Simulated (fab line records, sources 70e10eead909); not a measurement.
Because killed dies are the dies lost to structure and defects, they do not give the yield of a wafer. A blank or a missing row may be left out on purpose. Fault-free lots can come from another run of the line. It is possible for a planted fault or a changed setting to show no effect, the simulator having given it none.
fab line records -- flow nand-harc
record lots=6, wafers=18, last-day=23
route steps=1159 shown A_BLC@989 A_M0@994 END@1159
lots that met no fault: taken from a fault-free run of the same line
start-h: start of the lot's first displayed wafer, in hours after the record's first day -- wait-h: time in hours since the lot's previous step -- " same as the row above -- L1.1+2: a single row standing in for several wafers -- - either no value or no given start -- * or withheld: withheld -- < > ~ a bound
route shown NAME@n: names a module that has steps shown in the file, with the first one's number in the route -- usual: mean/standard deviation of fault-free wafers -- same: alike in all rows -- chamber/n: place in a boat -- sites: the reading at each site -- _std_site: standard deviation across them -- _edge_site: outer sites' mean less inner sites' -- radius-mm: how far each site lies from the wafer's centre -- mask NAME#n: copy n -- behind: the last tool/chamber to shape the wafer -- hold: the reason the lot was held/the length of the hold in hours/how it ended -- device: the transistor (n, p or np) that didn't switch -- end of line: the same wafers' tests at the end of the route -- step lacking rows: just its recipe -- killed: not the wafer's yield, but the dies lost to structure and defects at the first sort -- map: shows each die of a wafer: x if killed, . if not, _ if none is there
set.NAME: setting as actually run; set.NAME@STEP: the setting as run at that earlier step -- model.NAME: the simulator's own value behind a step, which no gauge read
lots at some steps of the route; a table a step, a row a wafer
services: the hour from which a tool's chamber was out of use, counted from the record's first day as start-h (under 0 if before that day), plus the number of hours and why
## steps
# step NHARC_A_BLC_CVD_24
# recipe target-thk-a=1500, temp-c=300, pressure-torr=40, wf6-flow-sccm=40, h2-flow-sccm=1600, ar-flow-sccm=1560, time-s=434, material=W
# usual heater-power-w=477/27, throttle-valve-pct=7.98/0.2
lot.wafer,tool,chamber,start-h,wait-h,heater-power-w,throttle-valve-pct
L834.4,cvd-w-01,0,-,-,495,7.82
L834.3,cvd-w-01,1,-,-,512,7.83
L834.5,cvd-w-01,0,-,-,494,7.83
L839.2,cvd-w-02,1,-,-,444,8.02
L839.3,cvd-w-02,0,-,-,475,8.30
L839.5,cvd-w-02,1,-,-,439,8.00
L845.2,cvd-w-01,1,-,-,507,8.09
L845.3,cvd-w-01,1,-,-,519,8.17
L845.6,cvd-w-01,0,-,-,494,7.73
L843.2,cvd-w-02,1,-,-,450,8.14
L843.4,cvd-w-02,1,-,-,447,7.94
L843.5,cvd-w-02,1,-,-,444,7.91
L847.2,cvd-w-01,0,-,-,481,7.59
L847.3,cvd-w-01,1,-,-,517,8.00
L847.6,cvd-w-01,1,-,-,509,7.86
L850.1,cvd-w-02,1,-,-,439,7.89
L850.4,cvd-w-02,1,-,-,438,8.01
L850.5,cvd-w-02,1,-,-,443,8.21
# step NHARC_A_BLC_CMP_25
# recipe t-overpolish-s=30, target-thk-nm=150
# usual motor-current-A=12.4/1.4, overpolish-run-s=30.000/0.0087, time-to-endpoint-s=30.6/1.8
lot.wafer,tool,chamber,start-h,wait-h,motor-current-A,overpolish-run-s,time-to-endpoint-s
L834.4,cmp-03,1,400.49,0.3,11.9,29.986,30.2
L834.3,cmp-03,0,400.49,0.3,10.6,30.000,30.1
L834.5,cmp-03,1,400.49,0.3,11.4,29.980,29.1
L839.3,cmp-02,3,431.96,0.3,11.4,29.995,32.7
L839.2,cmp-02,1,431.96,0.3,13.3,29.998,26.6
L839.5,cmp-02,2,431.96,0.3,11.9,29.989,31.2
L845.2,cmp-03,3,465.16,0.4,13.7,30.009,28.4
L845.3,cmp-03,1,465.16,0.4,11.9,30.007,29.1
L845.6,cmp-03,3,465.16,0.4,13.1,29.995,31.4
L843.2,cmp-03,1,481.58,0.7,12.2,30.000,25.1
L843.4,cmp-03,3,481.58,0.7,14.2,30.004,30.6
L843.5,cmp-03,1,481.58,0.7,11.5,30.001,29.1
L847.3,cmp-02,2,493.98,0.2,12.4,30.000,32.0
L847.2,cmp-02,1,493.98,0.2,13.5,29.998,31.6
L847.6,cmp-02,2,493.98,0.2,12.1,30.014,32.0
L850.1,cmp-03,2,508.86,0.5,13.3,30.009,34.1
L850.4,cmp-03,0,508.86,0.5,10.0,29.998,32.4
L850.5,cmp-03,3,508.86,0.5,13.3,29.999,30.9
# step NHARC_A_BLC_SRD_27
# step NHARC_A_BLC_INSPECT_28
# usual raw-defect-count=391/91
lot.wafer,tool,chamber,start-h,wait-h,raw-defect-count
L834.3,defect-inspect-02,-,400.89,0.1,310
L834.4,defect-inspect-02,-,400.89,0.1,294
L834.5,defect-inspect-02,-,400.89,0.1,313
L839.2,defect-inspect-02,-,432.33,0.1,340
L839.3,defect-inspect-02,-,432.33,0.1,388
L839.5,defect-inspect-02,-,432.33,0.1,406
L845.2,defect-inspect-01,-,465.56,0.1,311
L845.3,defect-inspect-01,-,465.56,0.1,319
L845.6,defect-inspect-01,-,465.56,0.1,343
L843.2,defect-inspect-01,-,481.95,0.1,545
L843.4,defect-inspect-01,-,481.95,0.1,290
L843.5,defect-inspect-01,-,481.95,0.1,257
L847.2,defect-inspect-02,-,494.38,0.1,251
L847.3,defect-inspect-02,-,494.38,0.1,305
L847.6,defect-inspect-02,-,494.38,0.1,293
L850.1,defect-inspect-01,-,509.26,0.1,299
L850.4,defect-inspect-01,-,509.26,0.1,305
L850.5,defect-inspect-01,-,509.26,0.1,453
# step NHARC_A_M0_DEP_00
# recipe target-thk-a=1500, target-thk-nm=150, temp-c=withheld, pressure-torr=5, flow-sccm=200, rf-w=600, material=SiOC
# step NHARC_A_M0_DEHYDRATE_01
# recipe temp-c=150, time-s=120
# step NHARC_A_M0_HMDS_02
# recipe time-s=30
# step NHARC_A_M0_COAT_33
# recipe temp-c=200, time-s=65
# step NHARC_A_M0_COAT_03
# recipe spin-rpm=1500, resist-thk-nm=90
# step NHARC_A_M0_SOFTBAKE_04
# recipe temp-c=105, time-s=55
# step NHARC_A_M0_EBR_05
# step NHARC_A_M0_EXPOSE_06
# recipe na=1.35, target-cd-nm=80, dose-mj=83.25, mask-id=A_M0
# usual exposure-dose-mJ-cm2=83.7/0.51
lot.wafer,tool,chamber,start-h,wait-h,mask,exposure-dose-mJ-cm2
L834.3,arfi-scanner-02,0,401.53,-,A_M0#0,83.3
L834.4,arfi-scanner-02,0,401.53,-,A_M0#0,83.2
L834.5,arfi-scanner-02,0,401.53,-,A_M0#0,83.2
L839.2,arfi-scanner-03,0,432.97,-,A_M0#0,84.3
L839.3,arfi-scanner-03,0,432.97,-,A_M0#0,84.2
L839.5,arfi-scanner-03,0,432.97,-,A_M0#0,84.3
L845.2,arfi-scanner-02,0,466.37,-,A_M0#0,86.7
L845.3,arfi-scanner-02,0,466.37,-,A_M0#0,86.5
L845.6,arfi-scanner-02,0,466.37,-,A_M0#0,86.4
L843.2,arfi-scanner-01,0,482.72,-,A_M0#0,83.7
L843.4,arfi-scanner-01,0,482.72,-,A_M0#0,83.7
L843.5,arfi-scanner-01,0,482.72,-,A_M0#0,83.8
L847.2,arfi-scanner-02,0,495.15,-,A_M0#0,85.9
L847.3,arfi-scanner-02,0,495.15,-,A_M0#0,86.1
L847.6,arfi-scanner-02,0,495.15,-,A_M0#0,85.8
L850.1,arfi-scanner-01,0,509.90,-,A_M0#0,83.7
L850.4,arfi-scanner-01,0,509.90,-,A_M0#0,83.8
L850.5,arfi-scanner-01,0,509.90,-,A_M0#0,83.6
# step NHARC_A_M0_PEB_07
# recipe peb-temp-c=100, peb-time-s=65
# step NHARC_A_M0_DEVELOP_08
# recipe develop-time-s=35, dev-temp-c=23
# step NHARC_A_M0_CD_MEAS_09
# recipe target-cd-nm=80, landing-energy-ev=500
# usual cd-nm=80.0/0.55
lot.wafer,tool,chamber,start-h,wait-h,cd-nm
L834.3,cd-sem-01,0,401.67,-,80.9
L834.4,cd-sem-01,0,401.67,-,80.8
L834.5,cd-sem-01,0,401.67,-,81.2
L839.2,cd-sem-03,0,433.11,-,79.8
L839.3,cd-sem-03,0,433.11,-,79.2
L839.5,cd-sem-03,0,433.11,-,78.7
L845.2,cd-sem-03,0,466.51,-,82.8
L845.3,cd-sem-03,0,466.51,-,82.6
L845.6,cd-sem-03,0,466.51,-,81.6
L843.2,cd-sem-02,0,482.86,-,81.5
L843.4,cd-sem-02,0,482.86,-,80.5
L843.5,cd-sem-02,0,482.86,-,80.7
L847.2,cd-sem-01,0,495.29,-,82.2
L847.3,cd-sem-01,0,495.29,-,82.3
L847.6,cd-sem-01,0,495.29,-,80.9
L850.1,cd-sem-01,0,510.05,-,79.3
L850.4,cd-sem-01,0,510.05,-,79.2
L850.5,cd-sem-01,0,510.05,-,79.7
# step NHARC_A_M0_OVL_MEAS_10
# recipe pitch-nm=160
# usual overlay-x-nm=-0.2/0.61, overlay-y-nm=0.3/1
lot.wafer,tool,chamber,start-h,wait-h,overlay-x-nm,overlay-y-nm
L834.3,overlay-01,-,401.76,-,-0.1,1.1
L834.4,overlay-01,-,401.76,-,-0.2,1.7
L834.5,overlay-01,-,401.76,-,0.0,1.1
L839.2,overlay-02,-,433.20,-,0.3,0.4
L839.3,overlay-02,-,433.20,-,-0.4,0.7
L839.5,overlay-02,-,433.20,-,0.4,0.7
L845.2,overlay-02,-,466.59,-,-1.1,1.4
L845.3,overlay-02,-,466.59,-,-0.7,1.3
L845.6,overlay-02,-,466.59,-,-0.9,1.6
L843.2,overlay-01,-,482.94,-,-1.3,1.8
L843.4,overlay-01,-,482.94,-,-1.2,1.9
L843.5,overlay-01,-,482.94,-,-0.8,1.5
L847.2,overlay-01,-,495.37,-,-0.6,0.9
L847.3,overlay-01,-,495.37,-,-0.6,0.1
L847.6,overlay-01,-,495.37,-,-0.4,0.5
L850.1,overlay-01,-,510.14,-,-1.3,1.1
L850.4,overlay-01,-,510.14,-,-1.1,0.6
L850.5,overlay-01,-,510.14,-,-0.6,0.5
# step NHARC_A_M0_INSPECT_11
# usual raw-defect-count=30/14
lot.wafer,tool,chamber,start-h,wait-h,raw-defect-count
L834.3,defect-inspect-02,-,401.79,0.0,22
L834.4,defect-inspect-02,-,401.79,0.0,15
L834.5,defect-inspect-02,-,401.79,0.0,25
L839.2,defect-inspect-02,-,433.23,0.0,30
L839.3,defect-inspect-02,-,433.23,0.0,15
L839.5,defect-inspect-02,-,433.23,0.0,18
L845.2,defect-inspect-02,-,466.63,0.0,36
L845.3,defect-inspect-02,-,466.63,0.0,35
L845.6,defect-inspect-02,-,466.63,0.0,38
L843.2,defect-inspect-01,-,482.98,0.0,17
L843.4,defect-inspect-01,-,482.98,0.0,20
L843.5,defect-inspect-01,-,482.98,0.0,21
L847.2,defect-inspect-02,-,495.41,0.0,25
L847.3,defect-inspect-02,-,495.41,0.0,32
L847.6,defect-inspect-02,-,495.41,0.0,42
L850.1,defect-inspect-01,-,510.17,0.0,14
L850.4,defect-inspect-01,-,510.17,0.0,20
L850.5,defect-inspect-01,-,510.17,0.0,15
# step NHARC_A_M0_DESCUM_14
# recipe time-s=3, o2-flow-sccm=200, ar-flow-sccm=0, bias-power-w=0, chemistry=O2
# usual drypump-motor-current-A=5.8/0.38, oes-product-au=1.003/0.008, rf-vpp-V=57.8/0.85, showerhead-plenum-p-Torr=1.89/0.093, throttle-valve-pct=11.310/0.0089
# same bias-power-w=0
lot.wafer,tool,chamber,start-h,wait-h,drypump-motor-current-A,oes-product-au,rf-hours-counter-h,rf-vpp-V,showerhead-plenum-p-Torr,throttle-valve-pct,model.A_M0.cd-nm
L834.3,rie-diel-12,1,401.86,0.1,5.4,1.003,1,57.5,1.84,11.313,80.79
L834.4,rie-diel-12,3,401.86,0.1,6.4,0.999,0,57.7,1.96,11.316,80.89
L834.5,rie-diel-12,2,401.86,0.1,6.4,1.006,-,58.2,2.00,11.320,81.28
L839.3,rie-diel-10,1,433.30,0.1,5.2,1.016,5,56.8,1.94,11.305,79.69
L839.2,rie-diel-10,2,433.30,0.1,6.0,1.017,6,57.0,1.83,11.322,79.92
L839.5,rie-diel-10,2,433.30,0.1,6.0,1.008,-,57.5,1.83,11.324,78.91
L845.2,rie-diel-12,3,466.70,0.1,6.4,1.015,6,56.5,1.95,11.311,82.98
L845.3,rie-diel-12,0,466.70,0.1,5.9,1.007,6,55.8,1.78,11.318,82.75
L845.6,rie-diel-12,0,466.70,0.1,5.9,0.993,-,56.7,1.78,11.317,82.2
L843.4,rie-diel-05,2,483.04,0.1,6.1,1.013,8,57.9,1.91,11.311,80.4
L843.2,rie-diel-05,0,483.04,0.1,5.8,0.999,7,59.3,1.85,11.325,80.85
L843.5,rie-diel-05,2,483.04,0.1,6.1,1.007,-,57.6,1.91,11.333,80.62
L847.3,rie-diel-12,3,495.49,0.1,6.4,1.014,8,59.1,1.95,11.309,82.16
L847.2,rie-diel-12,0,495.49,0.1,5.9,0.992,8,57.4,1.78,11.322,81.72
L847.6,rie-diel-12,2,495.49,0.1,6.4,0.987,-,58.8,2.00,11.312,81.39
L850.1,rie-diel-10,0,510.24,0.1,5.8,0.987,9,57.6,2.00,11.311,79.47
L850.4,rie-diel-10,2,510.24,0.1,6.0,1.003,11,58.8,1.83,11.321,79.47
L850.5,rie-diel-10,3,510.24,0.1,6.0,1.011,-,58.0,1.78,11.319,80.08
# step NHARC_A_M0_ETCH_34
# recipe target-depth-a=400, overetch-a=120, time-s=43.94, ion-energy-ev=200, n2-flow-sccm=150, h2-flow-sccm=150, ar-flow-sccm=0, rf-w=400, bias-w=150, chemistry=N2/H2
# usual drypump-motor-current-A=5.8/0.4, oes-product-au=1.003/0.0076, rf-vpp-V=429.9/2.8, showerhead-plenum-p-Torr=2.02/0.1, throttle-valve-pct=14.172/0.0082
lot.wafer,tool,chamber,start-h,wait-h,drypump-motor-current-A,oes-product-au,rf-hours-counter-h,rf-vpp-V,showerhead-plenum-p-Torr,throttle-valve-pct
L834.3,rie-diel-12,1,401.95,0.1,5.4,0.989,1,428.1,1.95,14.166
L834.4,rie-diel-12,2,401.95,0.1,6.4,0.998,0,433.0,2.14,14.181
L834.5,rie-diel-12,0,401.95,0.1,5.9,0.987,-,426.9,1.89,14.172
L839.2,rie-diel-10,3,433.39,0.1,5.9,1.008,5,425.8,1.90,14.178
L839.3,rie-diel-10,0,433.39,0.1,5.8,1.002,5,434.2,2.14,14.174
L839.5,rie-diel-10,3,433.39,0.1,6.0,1.005,-,426.3,1.90,14.190
L845.3,rie-diel-12,0,466.79,0.1,5.9,1.003,6,426.6,1.89,14.175
L845.2,rie-diel-12,1,466.79,0.1,5.5,0.993,6,428.4,1.95,14.164
L845.6,rie-diel-12,0,466.79,0.1,5.9,1.003,-,425.3,1.89,14.165
L843.4,rie-diel-05,3,483.12,0.1,5.7,1.002,7,433.3,2.19,14.154
L843.2,rie-diel-05,1,483.12,0.1,5.1,1.012,7,428.1,1.91,14.175
L843.5,rie-diel-05,0,483.12,0.1,5.8,1.002,-,428.5,1.97,14.169
L847.2,rie-diel-12,0,495.55,0.1,5.9,0.994,8,426.8,1.89,14.158
L847.3,rie-diel-12,2,495.55,0.1,6.4,0.988,7,433.5,2.14,14.173
L847.6,rie-diel-12,1,495.55,0.1,5.4,0.997,-,427.1,1.95,14.168
L850.1,rie-diel-10,2,510.32,0.1,6.0,1.002,11,428.1,1.95,14.163
L850.4,rie-diel-10,3,510.32,0.1,6.0,1.009,10,426.9,1.90,14.181
L850.5,rie-diel-10,2,510.32,0.1,6.0,0.999,-,428.2,1.95,14.166
# step NHARC_A_M0_ETCH_15
# recipe target-depth-a=1500, overetch-a=150, time-s=82.5, c4f8-flow-sccm=withheld, ar-flow-sccm=400, rf-w=600, bias-w=300, chemistry=C4F8/Ar
# usual oes-product-au=0.956/0.021, rf-vpp-V=440.1/2.9
lot.wafer,tool,chamber,start-h,wait-h,oes-product-au,rf-hours-counter-h,rf-vpp-V,model.A_M0.cd-nm
L834.4,rie-diel-12,0,-,-,0.974,1,437.2,80.71
L834.3,rie-diel-12,1,-,-,0.952,1,437.7,80.98
L834.5,rie-diel-12,0,-,-,0.965,-,437.1,81.72
L839.2,rie-diel-10,1,-,-,0.972,5,440.6,79.65
L839.3,rie-diel-10,3,-,-,0.980,5,436.5,79.61
L839.5,rie-diel-10,1,-,-,0.963,-,442.5,78.68
L845.2,rie-diel-12,3,-,-,0.967,6,441.2,83.02
L845.3,rie-diel-12,1,-,-,0.959,6,438.7,82.92
L845.6,rie-diel-12,0,-,-,0.952,-,435.0,82.33
L843.2,rie-diel-05,3,-,-,0.924,7,442.6,81.29
L843.4,rie-diel-05,2,-,-,0.930,8,441.3,80.46
L843.5,rie-diel-05,3,-,-,0.918,-,443.6,80.88
L847.3,rie-diel-12,1,-,-,0.942,8,438.9,82.26
L847.2,rie-diel-12,2,-,-,0.946,7,443.1,81.8
L847.6,rie-diel-12,2,-,-,0.939,-,443.8,81.37
L850.4,rie-diel-10,0,-,-,0.911,9,444.2,79.28
L850.1,rie-diel-10,2,-,-,0.925,11,438.1,79.2
L850.5,rie-diel-10,0,-,-,0.932,-,443.0,79.91
# step NHARC_A_M0_CD_MEAS_16
# usual cd-nm=80.1/0.7
lot.wafer,tool,chamber,start-h,wait-h,cd-nm
L834.3,cd-sem-02,-,402.17,-,81.2
L834.4,cd-sem-02,-,402.17,-,80.8
L834.5,cd-sem-02,-,402.17,-,81.7
L839.2,cd-sem-03,-,433.60,-,79.3
L839.3,cd-sem-03,-,433.60,-,79.3
L839.5,cd-sem-03,-,433.60,-,78.6
L845.2,cd-sem-02,-,467.04,-,83.1
L845.3,cd-sem-02,-,467.04,-,82.9
L845.6,cd-sem-02,-,467.04,-,82.1
L843.2,cd-sem-03,-,483.35,-,81.1
L843.4,cd-sem-03,-,483.35,-,80.6
L843.5,cd-sem-03,-,483.35,-,80.4
L847.2,cd-sem-02,-,495.77,-,81.6
L847.3,cd-sem-02,-,495.77,-,82.5
L847.6,cd-sem-02,-,495.77,-,81.4
L850.1,cd-sem-01,-,510.53,-,79.1
L850.4,cd-sem-01,-,510.53,-,79.1
L850.5,cd-sem-01,-,510.53,-,79.9
# step NHARC_END_SORT_01
# recipe temp-c=25
# usual defect-limited-yield=95.6/1.7, killed-at-array=27/11, killed-at-other=0.7/0.93, killed-at-periphery=2.9/1.9, killed-dies=30/11, killed-open=3.1/1.7, killed-short=1.9/1.3, sort_bin_2_pct=1.4/0.68, sort_bin_3_pct=0.28/0.25, sort_bin_4_pct=2.8/1.1, sort-n-pass=647/11, sort-rim-yield-pct=95.4/2.7, sort-yield-pct=95.6/1.7
# same gross-dies=677, sort_bin_5_pct[%]=0, sort_bin_6_pct[%]=0, sort_bin_7_pct[%]=0, sort_bin_8_pct[%]=0, sort-rim-n-gross=106.00
lot.wafer,tool,chamber,start-h,wait-h,defect-limited-yield[%],killed-at-array,killed-at-other,killed-at-periphery,killed-dies,killed-open,killed-short,sort_bin_2_pct[%],sort_bin_3_pct[%],sort_bin_4_pct[%],sort-n-pass,sort-rim-yield-pct[%],sort-yield-pct[%]
L839.5,prober-02,0,478.59,3.8,97.0,15,3,2,20,3,2,0.9,0,2.1,657,97.2,97.0
L843.2,prober-01,0,523.82,2.8,97.0,20,0,0,20,4,2,0.9,0.30,1.8,657,100.0,97.0
L843.4,prober-01,0,525.44,3.4,96.5,22,0,2,24,5,3,0.6,0.15,2.8,653,97.2,96.5
L843.5,prober-01,0,526.25,3.7,96.3,23,0,2,25,3,2,1.5,0.30,1.9,652,97.2,96.3
# killed by level:class
L839.5 A_BLC:chamber-film-flake=4 A_CHANNEL_HOLE_D1:chamber-film-flake=3 A_CONTACT:chamber-film-flake=3 THIN_TSV:chamber-film-flake=3 P_STI:geometric-particle:short=1 P_GATE:geometric-particle:open=1 A_CONTACT:geometric-particle:open=1 A_BLC:geometric-particle:short=1
L843.2 A_CHANNEL_HOLE_D1:chamber-film-flake=5 A_STAIRCASE:chamber-film-flake=4 A_ZERO_WELL:chamber-film-flake=3 A_CONTACT:geometric-particle:open=2 A_CHANNEL_FILL_D1:geometric-particle:short=1 A_WL_FILL:geometric-particle:open=1 A_CONTACT:geometric-particle:short=1 A_BLC:geometric-particle:open=1
L843.4 A_CHANNEL_HOLE_D1:chamber-film-flake=6 A_ZERO_WELL:chamber-film-flake=3 A_STAIRCASE:chamber-film-flake=3 A_CONTACT:chamber-film-flake=3 P_M0:geometric-particle:open=1 A_ONON_D1:geometric-particle:short=1 A_CHANNEL_HOLE_D1:geometric-particle:short=1 A_CHANNEL_FILL_D1:geometric-particle:short=1
L843.5 A_STAIRCASE:chamber-film-flake=9 A_CHANNEL_HOLE_D1:chamber-film-flake=5 A_CHANNEL_FILL_D1:geometric-particle:short=2 P_M1:chamber-film-flake=2 A_ZERO_WELL:chamber-film-flake=2 A_ONON_D1:geometric-particle:open=1 A_CONTACT:geometric-particle:open=1 A_M1:geometric-particle:open=1
## services
tool,chamber,start-h,hours,kind
cmp-02,-,379.25,0.4,repair
rie-diel-12,-,379.40,9.0,pm
cvd-w-02,-,382.69,13.0,pm
rie-diel-10,1,387.89,8.2,repair
rie-diel-12,-,389.06,1.5,repair
arfi-scanner-03,-,391.35,14.6,repair
arfi-scanner-01,-,413.92,5.4,repair
cmp-02,-,422.51,4.0,pm
arfi-scanner-01,-,426.47,0.4,repair
arfi-scanner-02,-,428.00,4.0,pm
rie-diel-05,-,433.74,21.9,repair
cmp-03,-,450.22,4.0,pm
rie-diel-10,0,461.30,3.4,repair
rie-diel-12,2,462.04,9.5,repair
rie-diel-05,3,467.74,11.9,repair
cmp-02,-,468.89,2.2,repair
rie-diel-12,0,471.20,8.2,repair
cvd-w-01,1,472.73,8.5,repair
arfi-scanner-01,-,477.17,0.9,repair
cvd-w-01,-,480.46,13.0,pm
cvd-w-02,0,480.54,4.4,repair
cmp-02,-,481.27,1.8,repair
cmp-03,-,489.20,1.0,repair
rie-diel-05,-,505.84,0.2,repair
## key
first-sign step=NHARC_A_M0_EXPOSE_06, reading=exposure-dose-mJ-cm2, direction=up, sigmas=5.1, usual=83.7, struck=86.2
effect step=NHARC_A_M0_CD_MEAS_09, reading=cd-nm, direction=up, sigmas=3.8, usual=80.0, struck=82.1, through=control-loop
effect step=NHARC_A_M0_CD_MEAS_16, reading=cd-nm, direction=up, sigmas=3.2, usual=80.1, struck=82.3, through=control-loop
model-effect step=NHARC_A_M0_DESCUM_14, value=A_M0.cd-nm, without=79.85, struck=82.2
model-effect step=NHARC_A_M0_ETCH_15, value=A_M0.cd-nm, without=79.94, struck=82.29
met-at NHARC_A_M0_EXPOSE_06
struck-wafers L845.2,L845.3,L845.6,L847.2,L847.3,L847.6
loop-trim step=NHARC_A_M0_EXPOSE_06, setting=dose, lots=L847
onset-between 401.53 466.37
fault kind=process-parameter-drift, tool=arfi-scanner-02, chamber=-, onset-h=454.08, steps=NHARC_A_M0_EXPOSE_06, channel=dose-mj, offset=3.3839, shape=step, acts-in=these-recipes-only, stated=83.25
# loop-trim: a control loop set the setting to another value than it would have without faults
